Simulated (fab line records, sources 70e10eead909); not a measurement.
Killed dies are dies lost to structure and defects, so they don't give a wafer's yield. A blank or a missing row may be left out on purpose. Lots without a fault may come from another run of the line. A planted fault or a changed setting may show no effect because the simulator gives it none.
A struck lot beside a sound one | flow nand_harc | 13 steps out of a route of 1159
Sound: wafers L422.1, L422.2, L422.3. Struck: wafers L420.2, L420.3, L420.4. The cause comes at the end.
At each step with rows: each side's tool, then ch and its chambers, then its first start. Under that, the readings that differ: sound wafers | struck wafers | difference of the means | sigmas: that difference in standard deviations of wafers without a fault.
alike: readings whose means differ by less than 2 such deviations, and words and numbers that are the same on both sides. not compared: withheld readings, readings that some wafer has no value for, bounds like >300 that may hide the same value, and numbers for which the record gives no deviation and whose values overlap.
The two part at a step that has a row with sigmas, a row that says differs or no value, or rows on one side only. Numbers that don't overlap but have no deviation are shown without sigmas and don't part them. A reading that every wafer of one side lacks parts them only if that side has two wafers or more.

NHARC_P_CONTACT_CD_MEAS_19:
  sound on cd_sem-02, day 8 02:01; struck on cd_sem-01, day 7 11:01
  alike: cd_nm
NHARC_P_CONTACT_STRIP_28: strips in O2.
  sound on rie_diel-03 ch 0,1,3, day 8 02:07; struck on rie_diel-08 ch 0,1,3, day 7 11:05
  alike: drypump_motor_current_A, oes_product_au, rf_vpp_V, showerhead_plenum_p_Torr, throttle_valve_pct
  not compared: rf_hours_counter_h
then, 1 step without rows for these wafers: NHARC_P_CONTACT_STRIP_29 (strips in post etch residue remover, time 1200 s).
NHARC_P_CONTACT_DEGAS_38: time 60 s.
  sound on pvd_sputter-02, day 8 02:44; struck on pvd_sputter-02, day 7 11:46
  alike: heater_power_w
then, 1 step without rows for these wafers: NHARC_P_CONTACT_PRE_CLEAN_39 (time 19.5 s).
NHARC_P_CONTACT_PVD_32: deposits Ti, target thk 5 nm, time 17.7 s.
  sound on pvd_sputter-02; struck on pvd_sputter-02
  alike: chamber_pressure_pa, throttle_valve_pct
NHARC_P_CONTACT_ALD_22: deposits TiN, target thk 3 nm, pulse time 1 s, ald cycles 150.
  sound on ald_metal-01 ch 0,2,3, day 8 02:58; struck on ald_metal-01 ch 1,2,3, day 7 12:01
  reading               | sound    | struck   | difference | sigmas
  since_wet_clean_h (h) | 59 59 59 | 44 44 44 | -15        |
  alike: heater_power_w, precursor_pulse_height_rel
then, 1 step without rows for these wafers: NHARC_P_CONTACT_CVD_23 (deposits W, target thk 200 nm, time 557 s).
NHARC_P_CONTACT_CMP_24: polishes, t overpolish 30 s, target thk 200 nm.
  sound on cmp-02 ch 1,2,3, day 8 03:49; struck on cmp-04 ch 0,1,2, day 7 20:11
  alike: motor_current_A, overpolish_run_s, time_to_endpoint_s
then, 1 step without rows for these wafers: NHARC_P_CONTACT_SRD_26.
NHARC_P_CONTACT_INSPECT_27:
  sound on defect_inspect-01, day 8 04:14; struck on defect_inspect-01, day 7 20:34
  alike: raw_defect_count
NHARC_P_M0_DEP_00: deposits SiOC, target thk 150 nm.
  sound on pecvd-01 ch 0,1,2, day 8 04:22; struck on pecvd-03 ch 0,1,2, day 7 20:41
  no value came back on the struck wafers for chamber_pressure_Torr (Torr), rf_fwd_power_W (W), since_wet_clean_h (h); on the sound wafers chamber_pressure_Torr (Torr) reads 5.003 5.007 5.022
then, 1 step without rows for these wafers: NHARC_P_M0_DEHYDRATE_01 (time 120 s).

WHERE THEY PART
Only at NHARC_P_M0_DEP_00, within this record.

WHY: what the simulator had put in
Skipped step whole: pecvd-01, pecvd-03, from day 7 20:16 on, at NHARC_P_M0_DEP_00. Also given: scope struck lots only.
